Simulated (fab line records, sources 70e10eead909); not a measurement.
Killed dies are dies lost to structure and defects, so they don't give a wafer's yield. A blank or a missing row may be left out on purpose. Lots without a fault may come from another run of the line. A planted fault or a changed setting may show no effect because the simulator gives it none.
Chamber matching | flow nand_harc | NHARC_A_CHANNEL_HOLE_D2_ETCH_44 on rie_diel-03: 4 sister chambers
The step etches the open film in CF4/O2, target depth 140 nm, overetch 14 nm, time 77 s. 4 wafers are shown with their chamber, then 7 later ones without.

WAFERS WITH THEIR CHAMBER
wafer  | chamber | showerhead_plenum_p_Torr (Torr)
L925.3 | 3       | 1.31
L928.5 | 1       | 1.41
L930.1 | 2       | 1.30
L930.3 | 0       | 1.37

WAFERS WITHOUT THEIR CHAMBER
wafer  | showerhead_plenum_p_Torr (Torr)
L930.5 | 1.37
L932.1 | 1.29
L932.4 | 1.37
L932.5 | 1.29
L933.2 | 1.29
L933.3 | 1.31
L933.6 | 1.31

WHICH CHAMBER EACH WENT THROUGH
wafer  | from the rows above     | in truth
L930.5 | 0                       | 0
L932.1 | can't be placed: 2 or 3 | 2
L932.4 | 0                       | 0
L932.5 | can't be placed: 2 or 3 | 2
L933.2 | can't be placed: 2 or 3 | 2
L933.3 | can't be placed: 3 or 2 | 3
L933.6 | can't be placed: 3 or 2 | 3
Placed correctly: 2 of 7. Can't be placed from these rows: 5 (the true chamber is among the candidates in 5). Placed wrongly: 0.
How it was worked out, from the rows above alone: a wafer's distance from a chamber is the root of the sum, over the readings, of the square of ((its reading less the chamber's mean) divided by the reading's scatter). The wafer belongs to the nearest chamber; if the next one is less than 2 further off, it can't be placed. A chamber's mean is the mean of its shown wafers. The scatter: with one shown wafer a chamber, the root of the mean of the squares of how far each hidden wafer lies from its nearest shown one.
